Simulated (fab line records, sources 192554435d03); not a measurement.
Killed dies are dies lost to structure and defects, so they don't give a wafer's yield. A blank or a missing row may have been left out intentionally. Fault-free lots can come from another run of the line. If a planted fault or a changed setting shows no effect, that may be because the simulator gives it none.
Which tool was responsible? | flow n5 finfet | 30 wafers from 10 lots sampled at 5 of the route's 1938 steps

== WHAT THE GAUGES READ, wafer by wafer ==
N5_BEOL_M4_RC_MEAS_101.
lot  | measured     | on        | DIBL_N (mV/V)  | DIBL_P (mV/V)  | IOFF_N (nA/um)    | IOFF_P (nA/um) | ION_N (uA/um) | ION_P (uA/um) | SS_N (mV/dec)  | SS_P (mV/dec)  | VT_N (mV)   | VT_P (mV)
L552 | day 8 07:26  | prober-01 | 33.9 33.9 33.6 | 34.2 34.5 34.4 | 0.125 0.125 0.123 | 0.19 0.19 0.18 | 661 667 663   | 463 458 451   | 71.2 70.9 70.6 | 72.3 73.0 72.5 | 254 254 254 | -249 -251 -253
L553 | day 8 12:58  | prober-02 | 36.9 35.7 36.6 | 37.2 36.3 36.6 | 0.169 0.149 0.161 | 0.21 0.19 0.20 | 677 678 678   | 463 464 460   | 71.0 71.1 71.0 | 74.0 72.9 73.4 | 245 250 247 | -251 -253 -251
L555 | day 8 14:49  | prober-02 | 35.0 37.3 36.0 | 35.1 38.5 36.1 | 0.139 0.175 0.154 | 0.21 0.26 0.22 | 682 674 671   | 471 465 460   | 71.7 72.3 72.0 | 72.5 74.1 72.7 | 250 250 251 | -248 -245 -248
L558 | day 9 22:26  | prober-01 | 34.2 35.7 34.2 | 34.8 36.5 35.4 | 0.125 0.151 0.129 | 0.21 0.23 0.21 | 667 676 662   | 469 465 465   | 71.0 71.8 71.3 | 72.6 73.2 72.9 | 251 251 254 | -248 -247 -247
L563 | day 10 20:22 | prober-01 | 35.5 37.2 36.6 | 34.5 36.2 35.7 | 0.131 0.157 0.153 | 0.17 0.20 0.18 | 669 670 685   | 456 454 458   | 70.7 71.0 71.5 | 74.0 73.5 74.0 | 254 250 249 | -256 -255 -255
L565 | day 11 02:43 | prober-02 | 37.6 37.9 38.0 | 37.7 37.9 38.6 | 0.174 0.182 0.188 | 0.25 0.23 0.26 | 689 676 684   | 475 463 474   | 71.1 71.7 72.4 | 72.6 73.7 73.0 | 246 247 247 | -246 -249 -246
L566 | day 12 06:13 | prober-02 | 33.4 34.0 34.2 | 33.0 33.0 33.6 | 0.112 0.117 0.121 | 0.17 0.16 0.17 | 668 665 664   | 469 460 456   | 70.9 70.6 70.5 | 73.2 72.9 73.1 | 256 253 253 | -252 -253 -255
L567 | day 12 06:58 | prober-01 | 36.2 34.1 34.1 | 37.7 35.5 35.8 | 0.176 0.140 0.139 | 0.23 0.20 0.20 | 683 684 678   | 464 473 469   | 71.5 71.0 71.4 | 73.4 73.2 73.7 | 246 249 248 | -247 -249 -247
L568 | day 12 14:13 | prober-01 | 36.0 35.8 36.1 | 35.6 35.8 35.7 | 0.168 0.165 0.170 | 0.22 0.22 0.22 | 683 678 682   | 467 471 469   | 71.6 71.2 71.2 | 73.3 73.4 73.1 | 249 247 248 | -247 -248 -246
L574 | day 13 14:23 | prober-02 | 36.9 36.3 37.2 | 35.3 35.5 36.2 | 0.160 0.151 0.168 | 0.20 0.19 0.21 | 671 673 680   | 459 467 459   | 71.9 71.9 71.7 | 72.7 72.9 73.7 | 249 249 249 | -252 -252 -251

== EACH LOT AND THE TOOL THAT RAN IT (in order: tool; ch and the chambers of the sampled wafers; start) ==
lot  | N5_BEOL_M1_ANNEAL_82         | N5_BEOL_M1_SPUTTER_92        | N5_BEOL_M1_SPUTTER_94        | N5_BEOL_M1_SPUTTER_96
L552 | pvd sputter-02, day 6 22:05  | pvd sputter-02, day 6 22:53  | pvd sputter-02, day 6 23:06  | pvd sputter-02, day 6 23:19
L553 | pvd sputter-01, day 7 01:33  | pvd sputter-01, day 7 02:25  | pvd sputter-01, day 7 02:39  | pvd sputter-01, day 7 02:53
L555 | pvd sputter-02, day 7 01:41  | pvd sputter-02, day 7 02:29  | pvd sputter-02, day 7 02:42  | pvd sputter-02, day 7 02:55
L558 | pvd sputter-03, day 8 03:30  | pvd sputter-03, day 8 04:18  | pvd sputter-03, day 8 04:31  | pvd sputter-03, day 8 04:44
L563 | pvd sputter-02, day 9 07:12  | pvd sputter-02, day 9 08:00  | pvd sputter-02, day 9 08:13  | pvd sputter-02, day 9 08:26
L565 | pvd sputter-03, day 9 16:23  | pvd sputter-03, day 9 17:17  | pvd sputter-03, day 9 17:32  | pvd sputter-03, day 9 17:47
L566 | pvd sputter-03, day 10 06:29 | pvd sputter-03, day 10 07:17 | pvd sputter-03, day 10 07:31 | pvd sputter-03, day 10 07:44
L567 | pvd sputter-01, day 10 16:20 | pvd sputter-01, day 10 17:08 | pvd sputter-01, day 10 17:21 | pvd sputter-01, day 10 17:34
L568 | pvd sputter-03, day 10 16:39 | pvd sputter-03, day 10 17:27 | pvd sputter-03, day 10 17:40 | pvd sputter-03, day 10 17:53
L574 | pvd sputter-02, day 12 00:25 | pvd sputter-02, day 12 01:13 | pvd sputter-02, day 12 01:26 | pvd sputter-02, day 12 01:40
- N5_BEOL_M1_ANNEAL_82: time 240 s.
- N5_BEOL_M1_SPUTTER_92: material Cu, target thk 4.5 nm, time 8.29 s.
- N5_BEOL_M1_SPUTTER_94: material Cu, target thk 4.5 nm, time 8.29 s.
- N5_BEOL_M1_SPUTTER_96: material Cu, target thk 4.5 nm, time 8.29 s.

== WHAT THE TOOLS THEMSELVES READ (means of the sampled wafers that have a number; where no wafer has one, the mark that the record gives instead) ==
N5_BEOL_M1_ANNEAL_82.
lot  | tool           | heater power w (W)
L552 | pvd sputter-02 | 862
L553 | pvd sputter-01 | 852
L555 | pvd sputter-02 | 908
L558 | pvd sputter-03 | 886
L563 | pvd sputter-02 | 805
L565 | pvd sputter-03 | 875
L566 | pvd sputter-03 | 864
L567 | pvd sputter-01 | 924
L568 | pvd sputter-03 | 817
L574 | pvd sputter-02 | 900

N5_BEOL_M1_SPUTTER_92.
lot  | tool           | chamber pressure pa (Pa) | chuck gas flow sccm (sccm) | throttle valve pct (%)
L552 | pvd sputter-02 | 0.06993                  | 1.27                       | 28.0
L553 | pvd sputter-01 | 0.06998                  | 1.30                       | 28.9
L555 | pvd sputter-02 | 0.07003                  | 1.34                       | 29.4
L558 | pvd sputter-03 | 0.07006                  | 1.28                       | 30.2
L563 | pvd sputter-02 | 0.07009                  | 1.21                       | 28.7
L565 | pvd sputter-03 | 0.06993                  | 1.28                       | 30.1
L566 | pvd sputter-03 | 0.07014                  | 1.29                       | 30.4
L567 | pvd sputter-01 | 0.06999                  | 1.27                       | 29.6
L568 | pvd sputter-03 | 0.07013                  | 1.25                       | 29.6
L574 | pvd sputter-02 | 0.06996                  | 1.26                       | 28.8

N5_BEOL_M1_SPUTTER_94.
lot  | tool           | chamber pressure pa (Pa) | chuck gas flow sccm (sccm) | throttle valve pct (%)
L552 | pvd sputter-02 | 0.07003                  | 1.31                       | 28.0
L553 | pvd sputter-01 | 0.06988                  | 1.23                       | 28.9
L555 | pvd sputter-02 | 0.07005                  | 1.30                       | 29.4
L558 | pvd sputter-03 | 0.07013                  | 1.27                       | 30.1
L563 | pvd sputter-02 | 0.07001                  | 1.26                       | 28.4
L565 | pvd sputter-03 | 0.07005                  | 1.28                       | 30.2
L566 | pvd sputter-03 | 0.07003                  | 1.31                       | 30.4
L567 | pvd sputter-01 | 0.07009                  | 1.21                       | 29.7
L568 | pvd sputter-03 | 0.07016                  | 1.24                       | 29.5
L574 | pvd sputter-02 | 0.06991                  | 1.24                       | 28.9

N5_BEOL_M1_SPUTTER_96.
lot  | tool           | chamber pressure pa (Pa) | chuck gas flow sccm (sccm) | throttle valve pct (%)
L552 | pvd sputter-02 | 0.07004                  | 1.23                       | 28.0
L553 | pvd sputter-01 | 0.07012                  | 1.24                       | 29.0
L555 | pvd sputter-02 | 0.07005                  | 1.25                       | 29.5
L558 | pvd sputter-03 | 0.06997                  | 1.30                       | 30.3
L563 | pvd sputter-02 | 0.07011                  | 1.21                       | 28.6
L565 | pvd sputter-03 | -                        | -                          | -
L566 | pvd sputter-03 | -                        | -                          | -
L567 | pvd sputter-01 | -                        | -                          | -
L568 | pvd sputter-03 | 0.06996                  | 1.26                       | 29.5
L574 | pvd sputter-02 | 0.06990                  | 1.28                       | 28.9

== THE ANSWER, worked out from the rows above alone ==
Rule: the usual values come from the lots themselves. The widest of any qualifying gaps counts: lots, ordered by their means at a reading, are off when they make up no more than a third of the lots, leave a main group of 4 or more, and stand apart from it by 3 or more times the standard deviation of that group's means. The tables above print the reading to a certain number of digits; a main group whose means all agree to those digits is not used. Also off: a lot with no number at a reading for which 4 or more lots have one. All remaining lots with rows at the step are treated as sound. The gauges are gone through in route order, then the tools' own readings, and for those a lot's mean is taken as printed above. The first step at which some lot is off is used, and at that step the reading that is off furthest; a lot without a number counts as furthest.
Off, at N5_BEOL_M1_SPUTTER_96 on chamber pressure pa: L565, L566, L567. Without a number there: L565, L566, L567. The main group has a mean of 0.07002 Pa with a standard deviation of 7.5e-05.
A tool fits if, at that step or a process step before it, it ran every lot that is off, and no sound lot after the first of them. Of those tried, none fits.

== WHAT HAD BEEN PUT IN BY THE SIMULATOR ==
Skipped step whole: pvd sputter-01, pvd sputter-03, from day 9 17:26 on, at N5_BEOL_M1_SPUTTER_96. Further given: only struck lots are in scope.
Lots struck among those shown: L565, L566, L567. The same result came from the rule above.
